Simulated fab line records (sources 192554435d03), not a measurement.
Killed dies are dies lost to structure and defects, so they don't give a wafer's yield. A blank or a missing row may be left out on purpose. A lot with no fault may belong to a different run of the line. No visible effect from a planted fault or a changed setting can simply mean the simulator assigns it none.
A lot that was struck, set against a sound lot | flow n5_finfet | 27 out of 1938 route steps
Sound: wafers L660.1, L660.2, L660.4. Wafers L672.1, L672.4, L672.6 were the ones struck. The cause comes at the end.
Each step with rows lists, per side, the tool, then ch with its chambers, then its first start. Under that, the readings that differ: sound wafers | struck wafers | difference of the means | sigmas: that difference in standard deviations of wafers without a fault.
alike: words and numbers the same on both sides, and readings whose means are apart by under 2 such deviations; not compared: readings that were withheld, readings missing a value for some wafer, numbers with overlapping values and no deviation given by the record, and bounds like >300 which may hide the same value.
A row with sigmas, a row that says differs or no value, or rows on one side alone: a step with any of these is where the two part. When numbers do not overlap yet have no deviation, they are printed without sigmas and do not part them. Lack of a reading on every wafer of one side parts them only where that side has two or more wafers.

first, 8 steps without rows for these wafers: N5_BEOL_M0_CMP_120 (polishes, stops on SiOC, t overpolish 6.9 s); N5_BEOL_M0_PRE_CLEAN_131 (time 15 s); N5_BEOL_M0_CO_CAP_123 (material Co, precursor CCTBA/H2, target thk 2 nm, time 102.1 s); N5_BEOL_M0_PRE_CLEAN_124 (time 15 s); N5_BEOL_M0_DEP_125 (deposits SiCN from 3MS/NH3, target thk 8 nm, time 14 s); N5_BEOL_M1_ILD_DEP_00 (deposits SiOC from DEMS/O2, target thk 79 nm, time 15.3 s); N5_BEOL_M1_PECVD_72 (deposits SiO2 from TEOS/O2, target thk 16 nm, time 18 s); N5_BEOL_M1_HM_DEP_02 (deposits TiN, target thk 20 nm).
N5_BEOL_M1_COAT_61: time 60 s, resist thk 60 nm.
  sound on litho_track-05 ch 0, day 6 00:11; struck on litho_track-05 ch 0, day 9 02:26
  reading                                  | sound                | struck               | difference | sigmas
  spin_speed_rpm (rpm)                     | 1499.9 1499.8 1500.5 | 1021.3 1022.2 1019.6 | -479.0     | -99 or more
  model.SOC_of_BEOL_M1_COAT_61.thk_nm (nm) | 59.8 60 60           | 72.8 72.6 73         | +12.9      |
then, 11 steps without rows for these wafers: N5_BEOL_M1_COAT_62 (time 60 s, resist thk 12 nm); N5_BEOL_M1_COAT_73 (time 60 s, resist thk 5 nm); N5_BEOL_M1_COAT_05 (resist thk 30 nm); N5_BEOL_M1_EBR_07; N5_BEOL_M1_SOFTBAKE_06 (time 60 s); N5_BEOL_M1_EXPOSE_08 (exposes mask M1); N5_BEOL_M1_PEB_09 (peb time 60 s); N5_BEOL_M1_DEVELOP_10 (develop time 30 s); N5_BEOL_M1_DESCUM_16 (chemistry O2, time 7 s); N5_BEOL_M1_ETCH_74 (etches underlayer in N2/H2, target depth 6.5 nm, time 5.2 s); N5_BEOL_M1_ETCH_63 (etches SiARC in CF4, target depth 15.6 nm, time 26 s).
N5_BEOL_M1_ETCH_64: etches SOC in N2/H2, target depth 75 nm, overetch 15 nm, time 112.5 s.
  sound on rie_diel-01 ch 0,1,3, day 6 00:46; struck on rie_diel-03 ch 0,1,2, day 9 03:02
  reading                  | sound             | struck            | difference | sigmas
  model.etch.depth_nm (nm) | 59.87 59.98 60.01 | 72.79 72.63 72.99 | +12.85     |
  alike: drypump_motor_current_A, h2_flow_sccm, oes_product_au, rf_vpp_V, showerhead_plenum_p_Torr, throttle_valve_pct
  not compared: rf_hours_counter_h
then, 3 steps without rows for these wafers: N5_BEOL_M1_STRIP_65 (strips in N2/H2); N5_BEOL_M1_STRIP_75 (strips in N2/H2); N5_BEOL_M1_STRIP_66 (strips in CF4).
N5_BEOL_M1_HM_OPEN_17: chemistry Cl2/BCl3, target TiN, target depth 20 nm, overetch 6 nm.
  sound on rie_metal-03 ch 0,1, day 6 00:56; struck on rie_metal-03 ch 0,1, day 9 03:12
  reading                                  | sound        | struck         | difference | sigmas
  model.SOC_of_BEOL_M1_COAT_61.thk_nm (nm) | 52 52.4 52.4 | 64.6 64.8 65.2 | +12.6      |
  alike: drypump_motor_current_A, oes_product_au, throttle_valve_pct
  not compared: rf_hours_counter_h
then, 1 step without rows for these wafers: N5_BEOL_M1_STRIP_19 (strips in O2).
N5_BEOL_M4_RC_MEAS_101:
  sound on prober-01 ch 0, day 7 17:04; struck on prober-02 ch 0, day 10 21:06
  alike: DIBL_N, DIBL_P, IOFF_N, IOFF_P, ION_N, ION_P, SS_N, SS_P, VT_N, VT_P

## WHERE THEY PART
At N5_BEOL_M1_COAT_61 and nowhere else, as far as this record goes. Later steps at which nothing parts them and some readings are alike: N5_BEOL_M1_ETCH_64, N5_BEOL_M1_HM_OPEN_17, N5_BEOL_M4_RC_MEAS_101.

WHY: what the simulator had put in
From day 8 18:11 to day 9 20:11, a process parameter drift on litho_track-05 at N5_BEOL_M1_COAT_61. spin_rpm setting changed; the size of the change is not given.
